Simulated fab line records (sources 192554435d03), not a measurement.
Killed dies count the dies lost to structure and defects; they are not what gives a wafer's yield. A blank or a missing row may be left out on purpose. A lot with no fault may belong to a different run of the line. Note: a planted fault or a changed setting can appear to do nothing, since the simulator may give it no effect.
fab line records	flow n5_finfet
[record] lots = 6	wafers = 18	last_day = 17
route steps=1938 shown MIM_BOT_LITHO@1855 MIM_BOT_ETCH@1866 PASSIVATION@1936
lots untouched by any fault: they come from a run of this same line in which no faults occurred
start_h: the number of hours between the record's first day and the start of the first shown wafer of the lot	wait_h: hours since the lot's step before	" identical to the entry in the row above	L1.1+2: several wafers, shown together as one row	- value missing, or start not given	* or withheld: withheld	< > ~ a bound
route shown NAME@n: NAME is a module with steps in the file, n the number in the route of the first one	usual: mean and standard deviation over wafers with no fault	same: alike in all rows	chamber/n: place in a boat	sites: the reading at each site	_std_site: how widely they spread, as a standard deviation	_edge_site: outer sites' mean less inner sites'	radius_mm: how far each site lies from the wafer's centre	mask NAME#n: copy n	behind: the tool/chamber that last shaped the wafer	hold: reason for holding the lot/hours on hold/outcome of the hold	device: transistor that didn't switch, given as n, p or np	end of line: the same wafers' tests at the end of the route	a step without rows: its recipe alone	killed: at the first sort, the dies lost to defects and structure; wafer yield is something else	map: dies across one wafer; x = killed, . = not, _ = none there
set.NAME: the setting the step ran with; set.NAME@STEP: the setting that earlier step ran with	model.NAME: the simulator's own value behind a step, which no gauge read
lots at some steps of the route; a table a step, a row a wafer
services: the hour from which a tool's chamber was out of use, counted from the record's first day as start_h (under 0 if before that day), plus the number of hours and why
[[steps]]
[step N5_MIM_BOT_LITHO_COAT_02]
[recipe] spin_rpm = *	resist_thk_nm = *
[step N5_MIM_BOT_LITHO_EBR_04]
[recipe] solvent = PGMEA	ebr_width_mm = 1.5
[step N5_MIM_BOT_LITHO_SOFTBAKE_03]
[recipe] temp_c = 100	time_s = 90
[step N5_MIM_BOT_LITHO_EXPOSE_05]
[recipe] mask_id = MIM_BOT	na = 0.55	source_shape = conventional	sigma_outer = 0.8	polarization = unpolarized	dose_mj = 24.25
[step N5_MIM_BOT_LITHO_PEB_06]
[recipe] peb_temp_c = withheld	peb_time_s = *
[step N5_MIM_BOT_LITHO_DEVELOP_07]
[recipe] develop_time_s = 60	rinse_liquid = diw	dry = air_spin	dev_temp_c = 21
[step N5_MIM_BOT_LITHO_HARDBAKE_09]
[recipe] temp_c = 130	time_s = 120
[step N5_MIM_BOT_LITHO_CD_MEAS_08]
[recipe] target_cd_nm = 3000	landing_energy_ev = 500	detector = se_inlens	polarity = opening
[usual] cd_nm = 2998.8/2.4
lot.wafer	tool	chamber	start_h	wait_h	cd_nm
L957.1	cd_sem-02	0	273.86	-	3000.0
L957.4	"	0	"	"	2998.5
L957.6	"	0	"	"	2999.8
L958.2	cd_sem-02	0	275.67	-	2998.8
L958.4	"	0	"	"	2999.7
L958.6	"	0	"	"	2997.6
L973.3	cd_sem-03	0	348.29	-	3000.0
L973.4	"	0	"	"	2998.7
L973.6	"	0	"	"	2996.4
L974.1	cd_sem-03	0	353.55	-	2998.0
L974.5	"	0	"	"	3000.5
L974.6	"	0	"	"	2995.7
L975.1	cd_sem-01	0	385.06	-	3004.9
L975.3	"	0	"	"	2999.0
L975.4	"	0	"	"	3000.9
L980.1	cd_sem-01	0	391.71	-	2997.5
L980.3	"	0	"	"	2999.0
L980.4	"	0	"	"	2994.6
[step N5_MIM_BOT_LITHO_OVL_MEAS_11]
[recipe] points_per_wafer = 44
[usual] MIM_BOT_OVL = 1/5.1
lot.wafer	tool	chamber	start_h	wait_h	MIM_BOT_OVL[nm]
L957.1	overlay-02	0	273.90	0.0	0
L957.4	"	0	"	"	-2
L957.6	"	0	"	"	-7
L958.2	overlay-01	0	275.70	0.0	-7
L958.4	"	0	"	"	-7
L958.6	"	0	"	"	-4
L973.3	overlay-01	0	348.32	0.0	-3
L973.4	"	0	"	"	-8
L973.6	"	0	"	"	0
L974.1	overlay-01	0	353.58	0.0	9
L974.5	"	0	"	"	-2
L974.6	"	0	"	"	3
L975.1	overlay-02	0	385.09	0.0	-3
L975.3	"	0	"	"	4
L975.4	"	0	"	"	-1
L980.1	overlay-02	0	391.74	0.0	6
L980.3	"	0	"	"	-3
L980.4	"	0	"	"	7
[step N5_MIM_BOT_LITHO_INSPECT_12]
[recipe] mode = adi	inspect_instrument = macro
[usual] raw_defect_count = 1.8/1.4
lot.wafer	tool	chamber	start_h	wait_h	raw_defect_count
L957.1	defect_inspect-02	-	273.92	0.0	2
L957.4	"	-	"	"	0
L957.6	"	-	"	"	1
L958.2	defect_inspect-02	-	275.72	0.0	2
L958.4	"	-	"	"	0
L958.6	"	-	"	"	0
L973.3	defect_inspect-01	-	348.35	0.0	3
L973.4	"	-	"	"	3
L973.6	"	-	"	"	3
L974.1	defect_inspect-02	-	353.60	0.0	2
L974.5	"	-	"	"	0
L974.6	"	-	"	"	2
L975.1	defect_inspect-02	-	385.12	0.0	2
L975.3	"	-	"	"	1
L975.4	"	-	"	"	5
L980.1	defect_inspect-02	-	391.76	0.0	2
L980.3	"	-	"	"	5
L980.4	"	-	"	"	1
[step N5_MIM_BOT_LITHO_DESCUM_10]
[recipe] chemistry = O2	time_s = 7.9	source_power_w = 50	bias_power_w = 20	pressure_mtorr = 20	rf_frequency_hz = 2.712e+07	temp_c = 40	o2_flow_sccm = 225
[usual] drypump_motor_current_A = 5.6/0.54	oes_product_au = 0.81/0.079	rf_vpp_V = 243.4/1.5	showerhead_plenum_p_Torr = 2.10/0.082	temp_c = 40.00/0.11	throttle_valve_pct = 20.48/0.21
[same] time_s = 7.9
lot.wafer	tool	chamber	start_h	wait_h	drypump_motor_current_A	oes_product_au	rf_hours_counter_h	rf_vpp_V	showerhead_plenum_p_Torr	temp_c	throttle_valve_pct
L957.1	rie_diel-05	0	273.97	0.0	4.8	0.92	25	246.4	2.25	40.00	20.53
L957.4	"	0	"	"	4.8	0.92	-	245.9	2.25	39.91	20.53
L957.6	"	2	"	"	5.3	0.83	-	243.5	2.12	39.97	20.17
L958.2	rie_diel-04	0	275.83	0.1	6.6	0.71	218	243.9	2.13	39.99	20.32
L958.4	"	1	"	"	5.8	0.93	12	243.7	2.16	40.13	20.80
L958.6	"	1	"	"	5.9	0.93	-	243.1	2.16	40.11	20.79
L973.3	rie_diel-04	0	348.42	0.1	6.7	0.69	245	244.2	2.13	39.82	20.36
L973.4	"	1	"	"	5.9	0.87	42	244.4	2.15	39.95	20.84
L973.6	"	1	"	"	5.9	0.87	-	242.1	2.15	39.96	20.84
L974.1	rie_diel-04	0	353.64	0.0	6.7	0.68	247	243.9	2.12	39.99	20.35
L974.5	"	3	"	"	6.2	0.71	-	239.9	1.99	40.17	20.74
L974.6	"	2	"	"	5.7	0.84	-	241.6	2.02	40.15	20.32
L975.1	rie_diel-04	1	385.36	0.2	5.8	0.85	56	244.0	2.14	39.99	20.86
L975.3	"	3	"	"	6.2	0.70	201	240.3	1.98	40.02	20.75
L975.4	"	3	"	"	6.2	0.70	-	242.2	1.98	40.02	20.78
L980.1	rie_diel-06	1	391.83	0.1	4.8	0.89	29	243.8	2.02	39.94	20.18
L980.3	"	3	"	"	5.9	0.74	182	243.6	2.08	39.97	20.54
L980.4	"	0	"	"	6.2	0.87	44	242.6	2.03	40.01	20.44
[step N5_MIM_BOT_ETCH_ETCH_04]
[recipe] chemistry = CF4/O2	target = SiNx	target_depth_a = 260	time_s = 13	ion_energy_ev = 100	pressure_mtorr = 40	source_w = 535	bias_w = 49	Ar_flow_sccm = 100	cf4_flow_sccm = 100	O2_flow_sccm = 10
[usual] drypump_motor_current_A = 5.6/0.54	mfc_ar_sccm = 100.0/0.32	oes_product_au = 0.82/0.087	rf_fwd_power_W = 531.7/1.9	rf_vpp_V = 244/6.2	showerhead_plenum_p_Torr = 2.21/0.077	throttle_valve_pct = 16.03/0.21
[same] time_s = 13
lot.wafer	tool	chamber	start_h	wait_h	drypump_motor_current_A	mfc_ar_sccm	oes_product_au	rf_fwd_power_W	rf_hours_counter_h	rf_vpp_V	showerhead_plenum_p_Torr	throttle_valve_pct
L957.1	rie_diel-05	0	274.03	0.0	4.8	101.0	0.96	535.0	25	246	2.34	15.88
L957.4	"	0	"	"	4.8	100.2	0.95	534.8	-	245	2.34	15.89
L957.6	"	2	"	"	5.3	100.3	0.82	532.2	-	239	2.21	15.62
L958.2	rie_diel-04	0	275.89	0.0	6.7	99.9	0.71	532.7	218	252	2.27	16.13
L958.4	"	1	"	"	5.8	99.7	0.95	530.1	12	236	2.26	16.14
L958.6	"	1	"	"	5.9	100.0	0.96	533.1	-	236	2.26	16.15
L973.3	rie_diel-04	0	348.49	0.0	6.7	100.4	0.69	530.2	245	252	2.26	16.19
L973.4	"	1	"	"	5.8	99.5	0.89	531.7	42	235	2.25	16.21
L973.6	"	1	"	"	5.9	99.7	0.89	533.3	-	234	2.25	16.20
L974.1	rie_diel-04	0	353.70	0.0	6.7	99.9	0.69	532.6	247	252	2.26	16.21
L974.5	"	3	"	"	6.2	100.6	0.70	533.5	-	246	2.11	16.39
L974.6	"	2	"	"	5.6	99.7	0.83	533.4	-	249	2.13	15.89
L975.1	rie_diel-04	1	385.42	0.0	5.8	100.6	0.87	533.7	56	235	2.24	16.23
L975.3	"	3	"	"	6.2	99.8	0.70	529.7	201	248	2.11	16.41
L975.4	"	3	"	"	6.2	100.1	0.69	531.2	-	247	2.11	16.40
L980.1	rie_diel-06	1	391.90	0.0	4.8	99.7	0.89	529.8	29	234	2.15	15.85
L980.3	"	3	"	"	5.9	99.8	0.72	532.4	183	252	2.19	16.12
L980.4	"	0	"	"	6.2	100.0	0.88	529.9	44	237	2.15	16.04
[step N5_MIM_BOT_ETCH_ETCH_03]
[recipe] chemistry = Cl2/BCl3	target_depth_a = 120	pressure_mtorr = 8	icp_w = 800	bias_w = 100	Cl2_flow_sccm = 20	bcl3_flow_sccm = 80
[usual] drypump_motor_current_A = 5.9/0.45	oes_product_au = 0.79/0.057	rf_fwd_power_W = 793.1/2.9	throttle_valve_pct = 27.38/0.12
lot.wafer	tool	chamber	start_h	wait_h	drypump_motor_current_A	oes_product_au	rf_fwd_power_W	rf_hours_counter_h	throttle_valve_pct	model.etch.depth_nm	model.MIM_BOT_ETCH.cd_offset_nm
L957.1	rie_metal-01	0	274.12	0.1	5.9	0.73	795.1	60	27.48	12.01	0.2
L957.4	"	1	"	"	5.5	0.89	785.1	-	27.33	12.18	0.4
L957.6	"	1	"	"	5.5	0.89	787.1	-	27.33	12.15	0
L958.2	rie_metal-02	1	275.98	0.1	5.8	0.80	797.1	24	27.46	11.51	0.6
L958.4	"	0	"	"	6.6	0.79	790.4	-	27.21	11.66	0.4
L958.6	"	1	"	"	5.8	0.79	798.8	-	27.48	11.5	0.4
L973.3	rie_metal-02	0	348.61	0.1	6.6	0.78	792.1	-	27.22	11.65	0.4
L973.4	"	1	"	"	5.8	0.67	606.3	-	27.48	9.007	1.2
L973.6	"	0	"	"	6.6	0.77	790.1	-	27.23	11.66	0.2
L974.1	rie_metal-02	1	353.79	0.1	5.8	0.66	602.4	31	27.48	8.889	1.6
L974.5	"	1	"	"	5.8	0.67	600.8	-	27.48	8.811	1.6
L974.6	"	0	"	"	6.6	0.76	789.9	-	27.22	11.49	0.6
L975.1	rie_metal-03	1	385.51	0.1	5.6	0.92	795.8	7	27.52	11.8	-0.6
L975.3	"	0	"	"	5.3	0.78	793.5	-	27.40	11.39	0.4
L975.4	"	1	"	"	5.6	0.92	796.6	-	27.53	11.77	-0.4
L980.1	rie_metal-03	1	391.99	0.1	5.6	0.91	795.1	8	27.52	11.92	0
L980.3	"	0	"	"	5.4	0.78	792.1	-	27.40	11.59	0.2
L980.4	"	1	"	"	5.6	0.92	795.6	-	27.53	11.84	0
[step N5_MIM_BOT_ETCH_ETCH_00]
[recipe] chemistry = Cl2/BCl3	target = TiN	target_depth_a = 455	ion_energy_ev = 150	pressure_mtorr = 10	icp_w = 1000	bias_w = 126	Cl2_flow_sccm = 53.25	bcl3_flow_sccm = 21.75	Ar_flow_sccm = 25
[usual] drypump_motor_current_A = 5.9/0.45	mfc_ar_sccm = 25.01/0.071	oes_product_au = 0.80/0.057	rf_fwd_power_W = 993/3.7	throttle_valve_pct = 21.76/0.094
lot.wafer	tool	chamber	start_h	wait_h	drypump_motor_current_A	mfc_ar_sccm	oes_product_au	rf_fwd_power_W	rf_hours_counter_h	throttle_valve_pct	model.MIM_BOT_ETCH.cd_offset_nm
L957.1	rie_metal-01	0	274.21	0.1	5.9	24.98	0.72	991	60	21.77	0.4
L957.4	"	1	"	"	5.6	24.97	0.89	992	-	21.73	0.6
L957.6	"	1	"	"	5.5	25.01	0.88	989	-	21.73	0.4
L958.2	rie_metal-02	1	276.07	0.1	5.8	24.98	0.79	994	24	21.82	1
L958.4	"	0	"	"	6.6	25.16	0.79	984	-	21.64	0
L958.6	"	1	"	"	5.8	25.01	0.80	998	-	21.81	0.8
L973.3	rie_metal-02	0	348.71	0.1	6.6	24.89	0.77	996	-	21.65	0.2
L973.4	"	1	"	"	5.8	25.16	0.77	994	-	21.87	1.6
L973.6	"	0	"	"	6.6	24.86	0.77	995	-	21.63	0
L974.1	rie_metal-02	1	353.88	0.1	5.8	25.01	0.77	997	31	21.85	1.8
L974.5	"	1	"	"	5.8	24.97	0.77	998	-	21.86	2
L974.6	"	0	"	"	6.6	25.03	0.76	989	-	21.65	0.4
L975.1	rie_metal-03	1	385.60	0.1	5.6	24.99	0.92	994	7	21.95	-0.4
L975.3	"	0	"	"	5.4	24.94	0.77	991	-	21.76	0.8
L975.4	"	1	"	"	5.6	24.92	0.92	995	-	21.95	-0.2
L980.1	rie_metal-03	1	392.08	0.1	5.6	24.95	0.91	990	8	21.94	0
L980.3	"	0	"	"	5.4	25.08	0.78	995	-	21.74	0.6
L980.4	"	1	"	"	5.6	24.99	0.92	999	-	21.95	0.4
[step N5_MIM_BOT_ETCH_STRIP_01]
[recipe] chemistry = O2	power_w = 600	temp_c = 60	pressure_mtorr = 30	rf_frequency_hz = 6e+07	bias_power_w = 0	overash_fraction = 0.5	o2_flow_sccm = 225
[usual] drypump_motor_current_A = 5.7/0.58	oes_product_au = 0.81/0.085	rf_vpp_V = 3.8/1.5	showerhead_plenum_p_Torr = 2.11/0.083	temp_c = 60.01/0.12	throttle_valve_pct = 16.71/0.22
lot.wafer	tool	chamber	start_h	wait_h	drypump_motor_current_A	oes_product_au	rf_hours_counter_h	rf_vpp_V	showerhead_plenum_p_Torr	temp_c	throttle_valve_pct
L957.1	rie_diel-05	1	274.38	0.1	5.3	0.87	36	3.9	2.21	59.93	16.66
L957.4	"	2	"	"	5.3	0.83	-	6.7	2.12	60.00	16.37
L957.6	"	0	"	"	4.8	0.92	-	3.2	2.25	59.94	16.71
L958.2	rie_diel-04	1	276.21	0.1	5.9	0.93	12	9.5	2.16	59.96	16.94
L958.4	"	3	"	"	6.2	0.74	159	6.0	2.00	60.27	16.93
L958.6	"	1	"	"	5.9	0.97	-	5.5	2.17	60.03	16.92
L973.3	rie_diel-04	0	348.89	0.1	6.7	0.69	246	3.7	2.13	59.91	16.73
L973.4	"	2	"	"	5.6	0.85	66	3.9	2.02	59.90	16.56
L973.6	"	3	"	"	6.2	0.70	-	3.8	1.99	59.93	17.05
L974.1	rie_diel-04	3	354.02	0.1	6.2	0.70	189	3.0	1.99	60.01	16.96
L974.5	"	3	"	"	6.2	0.72	-	2.3	1.99	60.07	17.00
L974.6	"	0	"	"	6.7	0.69	-	0.2	2.13	60.09	16.71
L975.1	rie_diel-04	2	385.74	0.1	5.7	0.85	81	3.6	2.02	59.90	16.61
L975.3	"	1	"	"	5.9	0.84	57	3.4	2.15	60.14	17.03
L975.4	"	3	"	"	6.2	0.70	-	3.1	1.99	59.94	17.03
L980.1	rie_diel-04	1	392.40	0.3	5.9	0.86	59	3.5	2.15	59.94	17.04
L980.3	"	0	"	"	6.7	1.00	1	2.9	2.13	59.80	16.28
L980.4	"	2	"	"	5.7	0.82	83	2.3	2.02	60.17	16.57
[step N5_PASSIVATION_PROBE_49]
[usual] defect_limited_yield = 91.4/1.5	killed_at_M0_to_M3 = 36/11	killed_at_M4_up = 14/6	killed_at_contacts = 11/6	killed_at_front_end = 37/11	killed_at_other = 4/3.4	killed_dies = 102/18	killed_open = 66/13	killed_short = 34/7.8	sort_bin_4_leakage = 0.00/0.017	sort_bin_5_function = 5.0/0.97	sort_bin_6_memory = 3.2/0.7	sort_n_pass = 1078/19	sort_yield_pct = 91.3/1.6
[same] gross_dies = 1180	killed_at_back_side = 0	sort_bin_8_speed[%] = 0
lot.wafer	tool	chamber	start_h	wait_h	defect_limited_yield[%]	killed_at_M0_to_M3	killed_at_M4_up	killed_at_contacts	killed_at_front_end	killed_at_other	killed_dies	killed_open	killed_short	sort_bin_4_leakage[%]	sort_bin_5_function[%]	sort_bin_6_memory[%]	sort_n_pass	sort_yield_pct[%]
L974.1	prober-01	-	363.57	0.0	91.9	26	18	13	39	0	96	62	33	0	4.2	3.5	1084	91.9
L974.5	prober-01	-	363.77	0.2	93.2	25	5	20	28	2	80	50	30	0	4.0	2.3	1100	93.2
L974.6	prober-01	-	363.82	0.3	91.7	32	11	16	37	2	98	58	38	0	4.9	3.1	1082	91.7
// killed by level:class
L974.1 MOL_CONTACT_COAG:geometric_particle:open=10 GATE_CUT:geometric_particle:open=9 STI_FIN_REVEAL:geometric_particle:open=7 BEOL_M0_SAQP:geometric_particle:open=6 BEOL_M4:geometric_particle:open=6 BEOL_M2:geometric_particle:open=5 STARTING-WAFER:geometric_particle:short=5 GATE_CUT:geometric_particle:short=4
L974.5 MOL_CONTACT_COAG:geometric_particle:open=16 GATE_CUT:geometric_particle:short=10 STI_FIN_REVEAL:geometric_particle:open=4 MOL_CONTACT_COAG:geometric_particle:short=4 BEOL_M0_SAQP:geometric_particle:short=4 BEOL_M0_SAQP:geometric_particle:open=4 BEOL_M1:geometric_particle:open=4 BEOL_M2:geometric_particle:open=4
L974.6 MOL_CONTACT_COAG:geometric_particle:open=11 GATE_CUT:geometric_particle:short=8 BEOL_M3:geometric_particle:open=8 STI_FIN_REVEAL:geometric_particle:open=7 BEOL_M0_SAQP:geometric_particle:open=6 MOL_CONTACT_COAG:geometric_particle:short=5 BEOL_M0_SAQP:geometric_particle:short=4 BEOL_M0:geometric_particle:open=4
[[services]]
tool	chamber	start_h	hours	kind
rie_metal-03	-	264.48	1.2	repair
rie_metal-03	1	268.04	-	clean
rie_metal-03	1	268.04	34.8	scheduled_down
rie_metal-03	1	268.04	34.8	vent_cycle
rie_metal-03	0	269.77	1.1	repair
rie_metal-01	0	279.32	6.2	repair
rie_diel-06	1	300.87	-	clean
rie_diel-06	1	300.87	-	consumable_replace:focus_ring
rie_diel-06	1	300.87	19.6	scheduled_down
rie_diel-06	1	300.87	19.6	vent_cycle
rie_diel-06	0	336.10	14.8	repair
rie_metal-02	-	339.41	0.4	repair
rie_diel-05	0	345.00	5.6	repair
rie_metal-01	0	351.79	6.4	repair
rie_metal-01	0	360.48	17.6	repair
rie_diel-04	0	361.66	-	clean
rie_diel-04	0	361.66	-	consumable_replace:focus_ring
rie_diel-04	0	361.66	28.3	scheduled_down
rie_diel-04	0	361.66	28.3	vent_cycle
rie_diel-05	-	384.77	1.2	repair
[[key]]
[first_sign] step = N5_MIM_BOT_ETCH_ETCH_03	reading = rf_fwd_power_W	direction = down	sigmas = 66	usual = *	struck = *
[effect] step = N5_MIM_BOT_ETCH_ETCH_03	reading = oes_product_au	direction = down	sigmas = 2.3	usual = 0.79	struck = 0.67
[model_effect] step = N5_MIM_BOT_ETCH_ETCH_03	value = etch.depth_nm	without = 11.3	struck = 8.903
[model_effect] step = N5_MIM_BOT_ETCH_ETCH_00	value = MIM_BOT_ETCH.cd_offset_nm	without = 0.7333	struck = 1.8
met_at N5_MIM_BOT_ETCH_ETCH_03
struck_wafers L973.4,L974.1,L974.5
onset_between 275.98 348.61
[fault] kind = process_parameter_drift	tool = rie_metal-02	chamber = 1	onset_h = 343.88	steps = N5_MIM_BOT_ETCH_ETCH_03	channel = icp_w	offset = -192	shape = step	end_h = 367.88	acts_in = these_recipes_only	stated = 800
